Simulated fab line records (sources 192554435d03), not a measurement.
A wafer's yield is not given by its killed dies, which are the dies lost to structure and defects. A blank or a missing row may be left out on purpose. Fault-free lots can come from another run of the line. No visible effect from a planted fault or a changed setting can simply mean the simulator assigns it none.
Chamber matching | flow n5 finfet | cmp-01 running N5_MOL_CONTACT_COAG_CMP_52: 4 sister chambers
The step polishes, stops on SiO2, t overpolish 1.5 s, target thk 66.5 nm. 4 wafers are shown with their chamber, then 9 later ones without.

## WAFERS WITH THEIR CHAMBER
wafer  | chamber | motor current A (A)
L086.1 | 2       | 14.3
L086.4 | 1       | 12.3
L087.5 | 3       | 9.9
L087.6 | 0       | 11.3

## WAFERS WITH NO CHAMBER GIVEN
wafer  | motor current A (A)
L088.1 | 9.8
L088.2 | 15.4
L088.6 | 11.3
L096.1 | 12.6
L096.2 | 10.8
L096.5 | 12.6
L097.2 | 10.6
L097.3 | 9.3
L097.6 | 14.6

## EACH ONE'S CHAMBER
wafer  | from the rows above          | in truth
L088.1 | 3                            | 3
L088.2 | 2                            | 2
L088.6 | can't be placed: 0 or 1      | 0
L096.1 | can't be placed: 1 or 0      | 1
L096.2 | can't be placed: 0 or 3 or 1 | 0
L096.5 | can't be placed: 1 or 0      | 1
L097.2 | can't be placed: 3 or 0 or 1 | 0
L097.3 | 3                            | 3
L097.6 | 2                            | 2
4 of 9 placed correctly. Not placeable from these rows: 5 (in 5, the candidates include the true chamber). Placed wrongly: 0.
How it was worked out, from the rows above alone: a wafer's distance from a chamber is the root of the sum, over the readings, of the square of ((its reading less the chamber's mean) divided by the reading's scatter). If the next closest chamber is less than 2 further off than the closest, the wafer can't be placed; otherwise it belongs to the closest. The mean given for a chamber averages the wafers shown for that chamber. The scatter: with one shown wafer a chamber, the root of the mean of the squares of how far each hidden wafer lies from its nearest shown one.
